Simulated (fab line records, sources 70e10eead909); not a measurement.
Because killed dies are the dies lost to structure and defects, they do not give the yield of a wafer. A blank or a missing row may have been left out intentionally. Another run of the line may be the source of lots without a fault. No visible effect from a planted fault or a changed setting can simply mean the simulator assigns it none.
Matching of chambers + flow nand harc + NHARC_A_BLC_CMP_25 on cmp-04 has 4 sister chambers
The step polishes, t overpolish 30 s, target thk 150 nm. 14 wafers are shown with their chamber, then 7 later ones without.

WAFERS PAIRED WITH THEIR CHAMBERS
| wafer  | chamber | motor current A (A) | time to endpoint s (s) | slurry flow ml min |
|--------|---------|---------------------|------------------------|--------------------|
| L074.1 | 1       | 9.9                 | 23.1                   | 149.9              |
| L074.3 | 3       | 11.6                | 29.2                   | 149.3              |
| L074.5 | 2       | 13.1                | 23.6                   | 150.5              |
| L078.3 | 1       | 10.0                | 25.9                   | 150.0              |
| L078.4 | 3       | 12.1                | 34.4                   | 151.0              |
| L078.6 | 3       | 11.6                | 31.5                   | 150.6              |
| L077.3 | 2       | 12.5                | 29.6                   | 150.4              |
| L077.5 | 1       | 9.7                 | 27.8                   | 149.4              |
| L077.6 | 0       | 12.4                | 29.7                   | 149.9              |
| L081.3 | 2       | 12.3                | 29.9                   | 150.7              |
| L081.4 | 0       | 11.9                | 27.9                   | 149.8              |
| L081.5 | 3       | 11.7                | 34.6                   | 150.4              |
| L087.2 | 3       | 12.4                | 33.3                   | 150.7              |
| L087.3 | 0       | 12.1                | 31.7                   | 150.0              |

SIGNATURES (means of the wafers above)
| reading            | chamber 0 | chamber 1 | chamber 2 | chamber 3 | scatter within a chamber |
|--------------------|-----------|-----------|-----------|-----------|--------------------------|
| motor current A    | 12.133    | 9.867     | 12.633    | 11.880    | 0.321                    |
| time to endpoint s | 29.767    | 25.600    | 27.700    | 32.600    | 2.53                     |
| slurry flow ml min | 149.900   | 149.767   | 150.533   | 150.400   | 0.444                    |
Rule: for a wafer and a chamber, the distance is found by dividing, reading by reading, the gap between the wafer's reading and the chamber's mean by the reading's scatter, squaring, summing and taking the root. The wafer belongs to the nearest chamber; if the next one is less than 2 further off, it can't be placed. The scatter: the root of (the sum of the squares of (reading less its chamber's mean) over the shown wafers, divided by (wafers less chambers)).

WAFERS MISSING THEIR CHAMBER
| wafer  | motor current A (A) | time to endpoint s (s) | slurry flow ml min |
|--------|---------------------|------------------------|--------------------|
| L087.6 | 9.8                 | 28.0                   | 149.7              |
| L090.2 | 9.7                 | 29.4                   | 149.5              |
| L090.3 | 12.1                | 29.6                   | 150.4              |
| L090.6 | 12.5                | 32.1                   | 150.0              |
| L091.1 | 10.1                | 28.7                   | 150.0              |
| L091.4 | 11.9                | 32.1                   | 150.2              |
| L091.6 | 10.1                | 28.1                   | 150.1              |

CHAMBER TAKEN BY EACH
| wafer  | from the rows above          | in truth |
|--------|------------------------------|----------|
| L087.6 | 1                            | 1        |
| L090.2 | 1                            | 1        |
| L090.3 | can't be placed: 0 or 3 or 2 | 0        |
| L090.6 | can't be placed: 0 or 3 or 2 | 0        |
| L091.1 | 1                            | 1        |
| L091.4 | can't be placed: 3 or 0      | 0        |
| L091.6 | 1                            | 1        |
Placed correctly: 4 of 7. These rows do not allow placing 3 (true chamber among the candidates in 3). Number placed wrongly: 0.
